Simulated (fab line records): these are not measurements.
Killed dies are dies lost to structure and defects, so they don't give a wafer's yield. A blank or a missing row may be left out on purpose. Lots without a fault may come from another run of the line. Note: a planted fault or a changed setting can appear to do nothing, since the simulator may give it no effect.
Chamber matching | flow nand-harc | 4 sister chambers for NHARC_A_BLC_STRIP_29 on rie-diel-11
The step strips in CF4. 14 wafers are shown with their chamber, then 7 later ones without.

## WAFERS WITH THEIR CHAMBER
wafer  | chamber | drypump-motor-current-A (A) | oes-product-au (a.u.) | rf-vpp-V (V)
L194.1 | 3       | 5.7                         | 1.003                 | 57.3
L194.4 | 1       | 6.1                         | 1.014                 | 57.8
L194.5 | 1       | 6.1                         | 1.006                 | 58.9
L201.1 | 0       | 5.5                         | 0.991                 | 59.4
L201.2 | 1       | 6.2                         | 0.992                 | 60.0
L201.3 | 3       | 5.6                         | 1.009                 | 58.4
L200.2 | 3       | 5.6                         | 1.023                 | 58.5
L200.4 | 1       | 6.1                         | 1.003                 | 58.5
L200.5 | 3       | 5.6                         | 1.005                 | 58.3
L205.1 | 2       | 5.6                         | 1.003                 | 59.7
L205.2 | 0       | 5.5                         | 0.998                 | 59.6
L205.5 | 1       | 6.1                         | 1.007                 | 59.5
L206.1 | 2       | 5.6                         | 1.004                 | 58.8
L206.3 | 3       | 5.7                         | 1.019                 | 59.4

SIGNATURES (averages over the wafers above)
reading                 | chamber 0 | chamber 1 | chamber 2 | chamber 3 | scatter within a chamber
drypump-motor-current-A | 5.500     | 6.120     | 5.600     | 5.640     | 0.0447
oes-product-au          | 0.99450   | 1.00440   | 1.00350   | 1.01180   | 0.00769
rf-vpp-V                | 59.500    | 58.940    | 59.250    | 58.380    | 0.747
Rule: for each reading, subtract the chamber's mean from the wafer's reading, divide by that reading's scatter and square the result; add these up over the readings and take the root, which gives the wafer's distance from the chamber. The wafer belongs to the nearest chamber; if the next one is less than 2 further off, it can't be placed. The scatter: take each reading less its chamber's mean, square it, sum over the shown wafers, divide by the number of wafers less the number of chambers, and take the root.

## WAFERS WHOSE CHAMBER IS MISSING
wafer  | drypump-motor-current-A (A) | oes-product-au (a.u.) | rf-vpp-V (V)
L206.4 | 6.1                         | 1.001                 | 59.4
L209.2 | 5.6                         | 1.011                 | 57.7
L209.5 | 5.5                         | 0.998                 | 58.8
L209.6 | 5.6                         | 1.014                 | 58.2
L210.1 | 5.6                         | 1.023                 | 59.7
L210.3 | 6.1                         | 1.007                 | 58.8
L210.5 | 5.7                         | 1.018                 | 59.0

## THE CHAMBER EACH PASSED THROUGH
wafer  | from the rows above          | in truth
L206.4 | 1                            | 1
L209.2 | can't be placed: 3 or 2      | 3
L209.5 | can't be placed: 0 or 2      | 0
L209.6 | can't be placed: 3 or 2      | 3
L210.1 | can't be placed: 3 or 2 or 0 | 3
L210.3 | 1                            | 1
L210.5 | can't be placed: 3 or 2      | 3
Correctly placed: 2 of 7. Not placeable from these rows: 5 (in 5, the candidates include the true chamber). Wrongly placed: 0.
